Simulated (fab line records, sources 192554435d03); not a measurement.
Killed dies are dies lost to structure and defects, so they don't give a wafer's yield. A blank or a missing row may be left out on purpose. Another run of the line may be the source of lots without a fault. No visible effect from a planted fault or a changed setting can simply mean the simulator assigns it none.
Split-lot experiment | flow n5Finfet | 7 lots, 21 wafers read, on a route of 1938 steps

## ABOUT THE SPLIT
At N5_BEOL_M8_TRENCH_ETCH_37 (etches SiCOH lowk in C4F6/O2, target depth 93.478 nm, time 31.2 s), the setting timeS was moved away from the recipe's 31.2 s on 10 of the 21 wafers read, by -21.8% to +14.4%. All remaining wafers had this setting at the recipe value.

## FROM THE SPLIT TO THE READING: what the file shows between them, 12 steps
- N5_BEOL_M8_ETCH_41: etches SiCN in CH3F/O2, target depth 31.9 nm, time 57.8 s
- N5_BEOL_M8_STRIP_80: strips in N2/H2, time 10 s
- N5_BEOL_M8_OCD_MEAS_38
- N5_BEOL_M8_CURE_75: cures SiCOH lowk, time 120 s (also split here: timeS)
- N5_BEOL_M8_DEGAS_44: time 60 s
- N5_BEOL_M8_PRE_CLEAN_45: time 30 s
- N5_BEOL_M8_ECD_50: material Cu, target thk 300 nm
- N5_BEOL_M8_ANNEAL_51: time 90 s
- N5_BEOL_M8_CMP_52: polishes, stops on SiCOH lowk, t overpolish 6.9 s, target thk 80 nm
- N5_BEOL_M8_THK_MEAS_53: measures by xrf
- N5_BEOL_M8_PRE_CLEAN_55: time 15 s
- N5_BEOL_M8_DEP_56: deposits SiCN from 3MS/NH3, target thk 10 nm, time 17.5 s

## THE READING
M8_RS, in ohm/sq, at N5_BEOL_M8_RS_MEAS_57 (measures by four-point-probe). Typical for fault-free wafers on this fab line: 0.283 ohm/sq, with standard deviation 0.0054 ohm/sq.

wafer  | tool, chamber at the split | timeS as run, s | against the recipe | M8_RS, ohm/sq | against lot-mates on the recipe
L079.3 | rieDiel-05, 0              | 24.4            | -21.8%             | 0.406         | +0.120
L079.4 | rieDiel-05, 3              | 24.4            | -21.8%             | 0.417         | +0.131
L079.6 | rieDiel-05, 2              | 31.2            | recipe             | 0.286         | -
L085.1 | rieDiel-04, 0              | 31.2            | recipe             | 0.280         | -
L085.4 | rieDiel-04, 1              | 31.2            | recipe             | 0.288         | -
L085.5 | rieDiel-04, 3              | 31.2            | recipe             | 0.279         | -
L089.3 | rieDiel-05, 3              | 31.2            | recipe             | 0.281         | -
L089.5 | rieDiel-05, 1              | 35.7            | +14.4%             | 0.235         | -0.046
L089.6 | rieDiel-05, 2              | 35.7            | +14.4%             | 0.237         | -0.044
L087.2 | rieDiel-04, 1              | 31.2            | recipe             | 0.285         | -
L087.3 | rieDiel-04, 2              | 31.2            | recipe             | 0.286         | -
L087.5 | rieDiel-04, 1              | 31.2            | recipe             | 0.293         | -
L090.2 | rieDiel-04, 3              | 31.2            | recipe             | 0.286         | -
L090.5 | rieDiel-04, 0              | 26.08           | -16.4%             | 0.360         | +0.074
L090.6 | rieDiel-04, 2              | 26.08           | -16.4%             | 0.370         | +0.084
L094.1 | rieDiel-03, 0              | 34.1            | +9.3%              | 0.251         | -0.023
L094.4 | rieDiel-03, 2              | 31.2            | recipe             | 0.274         | -
L094.6 | rieDiel-03, 1              | 34.1            | +9.3%              | 0.252         | -0.022
L097.2 | rieDiel-03, 1              | 31.2            | recipe             | 0.283         | -
L097.3 | rieDiel-03, 3              | 28.24           | -9.5%              | 0.317         | +0.034
L097.6 | rieDiel-03, 1              | 28.24           | -9.5%              | 0.318         | +0.035

THE FIT
A straight line over all 21 wafers: M8_RS changes by -0.00471 ohm/sq for each +1% of timeS; r = -0.97; the points scatter about the line by 0.012 ohm/sq.
The same after taking each lot's own level away (the mean of its wafers on the recipe; 21 wafers): -0.00449 ohm/sq for each +1%; r = -0.97; scatter 0.012 ohm/sq.
The reading moves by 0.098 ohm/sq for the largest change in timeS, on that fit.
The lots' own levels span 0.2740 to 0.2880 ohm/sq, that is 2.6 times the standard deviation above.
Consequently the slope shifts little with the lot-to-lot level, the two slopes agreeing.
Check: +0.0994 ohm/sq against its lot-mates is what the line predicts for one of the wafers moved furthest among these (-21.8%) when that wafer is left out of the fit. Against them it came out at +0.12 ohm/sq.

## THE OTHER SPLITS THESE WAFERS WENT THROUGH
These wafers also went through other splits before the reading. Each is held against what the fit with the lots' levels taken away leaves over:
other split on the same wafers | wafers away from the commonest value | r with M8_RS (lot level and that fit taken away)
N5_BEOL_M8_EXPOSE_25 doseMj    | 9                                    | -0.22
N5_BEOL_M8_CURE_75 timeS       | 7                                    | +0.06

## THE WHOLE CHAIN: every reading that the file lists as answering this split, in the file's order
step                      | what it does                                                        | reading                                                                         | change (the file's fit)                | r (the file's)
N5_BEOL_M8_TRENCH_ETCH_37 | etches SiCOH lowk in C4F6/O2, target depth 93.478 nm, time 31.2 s   | etch.depthNm (the simulator's own value, which no gauge read)                   | +0.968 nm for each +1% of the setting  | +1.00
N5_BEOL_M8_TRENCH_ETCH_37 | etches SiCOH lowk in C4F6/O2, target depth 93.478 nm, time 31.2 s   | BEOL_M8.featureDepthNm (the simulator's own value, which no gauge read)         | +0.966 nm for each +1% of the setting  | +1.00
N5_BEOL_M8_TRENCH_ETCH_37 | etches SiCOH lowk in C4F6/O2, target depth 93.478 nm, time 31.2 s   | TiN_of_BEOL_M8_HM_DEP_02.thkNm (the simulator's own value, which no gauge read) | -0.0312 nm for each +1% of the setting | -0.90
N5_BEOL_M8_OCD_MEAS_38    |                                                                     | trenchDepthNm                                                                   | +0.969 nm for each +1% of the setting  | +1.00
N5_BEOL_M8_CMP_52         | polishes, stops on SiCOH lowk, t overpolish 6.9 s, target thk 80 nm | Cu_of_BEOL_M8_ECD_50.thkNm (the simulator's own value, which no gauge read)     | +0.909 nm for each +1% of the setting  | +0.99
N5_BEOL_M8_THK_MEAS_53    | measures by xrf                                                     | M8_THK                                                                          | +0.906 for each +1% of the setting     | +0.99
N5_BEOL_M8_RS_MEAS_57     | measures by four-point-probe                                        | M8_RS                                                                           | -0.00463 for each +1% of the setting   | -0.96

## FILE'S OWN FIT
M8_RS changes by -0.00463 ohm/sq for each +1% of timeS, r = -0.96.
